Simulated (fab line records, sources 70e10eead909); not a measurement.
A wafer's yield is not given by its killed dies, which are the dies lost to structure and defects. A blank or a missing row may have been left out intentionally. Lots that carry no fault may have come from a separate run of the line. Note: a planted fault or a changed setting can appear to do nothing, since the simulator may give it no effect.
Matching of chambers / flow nandHarc / NHARC_A_CHANNEL_HOLE_D2_DESCUM_15 on rieDiel-01 has 4 sister chambers
The step chemistry O2, time 3 s. 8 wafers are shown with their chamber, then 7 later ones without.

== WAFERS, EACH WITH ITS CHAMBER ==
wafer=L142.1; chamber=1; showerheadPlenumPTorr (Torr)=1.83; drypumpMotorCurrentA (A)=5.40
wafer=L142.3; chamber=2; showerheadPlenumPTorr (Torr)=2.05; drypumpMotorCurrentA (A)=5.74
wafer=L145.2; chamber=2; showerheadPlenumPTorr (Torr)=2.05; drypumpMotorCurrentA (A)=5.69
wafer=L147.6; chamber=0; showerheadPlenumPTorr (Torr)=1.80; drypumpMotorCurrentA (A)=6.00
wafer=L149.2; chamber=1; showerheadPlenumPTorr (Torr)=1.82; drypumpMotorCurrentA (A)=5.39
wafer=L149.5; chamber=3; showerheadPlenumPTorr (Torr)=2.03; drypumpMotorCurrentA (A)=5.87
wafer=L159.1; chamber=0; showerheadPlenumPTorr (Torr)=1.80; drypumpMotorCurrentA (A)=6.00
wafer=L159.2; chamber=3; showerheadPlenumPTorr (Torr)=2.02; drypumpMotorCurrentA (A)=5.87

== WAFERS MISSING THEIR CHAMBER ==
wafer=L159.5; showerheadPlenumPTorr (Torr)=1.82; drypumpMotorCurrentA (A)=5.39
wafer=L162.2; showerheadPlenumPTorr (Torr)=1.82; drypumpMotorCurrentA (A)=5.40
wafer=L162.3; showerheadPlenumPTorr (Torr)=2.05; drypumpMotorCurrentA (A)=5.76
wafer=L162.4; showerheadPlenumPTorr (Torr)=2.02; drypumpMotorCurrentA (A)=5.84
wafer=L165.1; showerheadPlenumPTorr (Torr)=2.02; drypumpMotorCurrentA (A)=5.83
wafer=L165.3; showerheadPlenumPTorr (Torr)=1.82; drypumpMotorCurrentA (A)=5.41
wafer=L165.5; showerheadPlenumPTorr (Torr)=2.05; drypumpMotorCurrentA (A)=5.75

== CHAMBER TAKEN BY EACH ==
wafer=L159.5; from the rows above=1; in truth=1
wafer=L162.2; from the rows above=1; in truth=1
wafer=L162.3; from the rows above=2; in truth=2
wafer=L162.4; from the rows above=3; in truth=3
wafer=L165.1; from the rows above=3; in truth=3
wafer=L165.3; from the rows above=1; in truth=1
wafer=L165.5; from the rows above=2; in truth=2
Correctly placed: 7 of 7. Not placeable from these rows: 0. Wrongly placed: 0.
How it was worked out, from the rows above alone: a wafer's distance from a chamber is the root of the sum, over the readings, of the square of ((its reading less the chamber's mean) divided by the reading's scatter). If the next closest chamber is less than 2 further off than the closest, the wafer can't be placed; otherwise it belongs to the closest. For every chamber, the mean is computed from those of its wafers that are shown. How the scatter is found: for the shown wafers, subtract from each reading the mean of its chamber, square and add these, divide the total by (wafers less chambers), then take the root.
